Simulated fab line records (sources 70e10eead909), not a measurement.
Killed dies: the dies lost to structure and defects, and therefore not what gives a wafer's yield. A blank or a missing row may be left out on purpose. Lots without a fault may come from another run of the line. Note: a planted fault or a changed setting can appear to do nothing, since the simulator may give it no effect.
2 desks, one fault | flow nand harc | numbers are kept per desk, each desk with only its own; the story behind them comes last

THE DEFECT DESK
Inspection counts along the route, by lot: the mean over sampled wafers that carry a number. Marked OUT: a lot whose mean sits more than 4 standard deviations from the usual mean, which makes it out of limits; the brackets give that distance.
Columns: A = raw defect count at NHARC_P_STI_INSPECT_25, usual 213; B = raw defect count at NHARC_P_GATE_INSPECT_28, usual 6
lot  | first seen here | A              | B
L822 | day 5 17:24     | 283            | 7
L827 | day 7 18:35     | 215            | 7
L829 | day 8 12:43     | 1336 (+14) OUT | 1170 (+99 or more) OUT
L839 | day 12 19:47    | 245            | 8
L840 | day 13 03:44    | 137            | 6
This desk's finding: out of limits on L829; first on L829, day 8 12:43 (raw defect count at NHARC_P_STI_INSPECT_25). Within limits: L822, L827, L839, L840.

AT THE METROLOGY DESK
What the gauges read for every lot (on any tool): the sampled wafers with a number, averaged. Marked OUT: a lot whose mean sits more than 4 standard deviations from the usual mean, which makes it out of limits; the brackets give that distance.
Columns: A = trench depth nm at NHARC_P_STI_OCD_MEAS_43, usual 298 nm; B = trench foot cd nm at NHARC_P_STI_OCD_MEAS_43, usual 162 nm; C = cd nm at NHARC_P_GATE_CD_MEAS_11, usual 1641.1 nm
lot  | first seen here | A   | B   | C
L822 | day 4 15:17     | 293 | 166 | 1642.7
L827 | day 6 15:50     | 295 | 163 | 1641.1
L829 | day 7 11:25     | 296 | 160 | 1643.1
L839 | day 11 16:29    | 303 | 160 | 1639.6
L840 | day 11 23:31    | 301 | 162 | 1638.7
This desk's finding: nothing out of limits on any of the 5 lots.

PUT TOGETHER
The defect desk could have raised an alarm at day 8 12:43, on L829.
The metrology desk saw nothing out of limits.
The metrology desk has L829 on record, within its limits.
Every lot named ran NHARC_P_STI_ETCH_37 on wet bench-06.

WHAT WAS PUT IN BY THE SIMULATOR
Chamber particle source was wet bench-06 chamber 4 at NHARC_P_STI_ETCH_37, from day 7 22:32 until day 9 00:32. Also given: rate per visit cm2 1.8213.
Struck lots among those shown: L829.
Hours from the fault's start to each desk's first reading out of limits: the defect desk, 14.
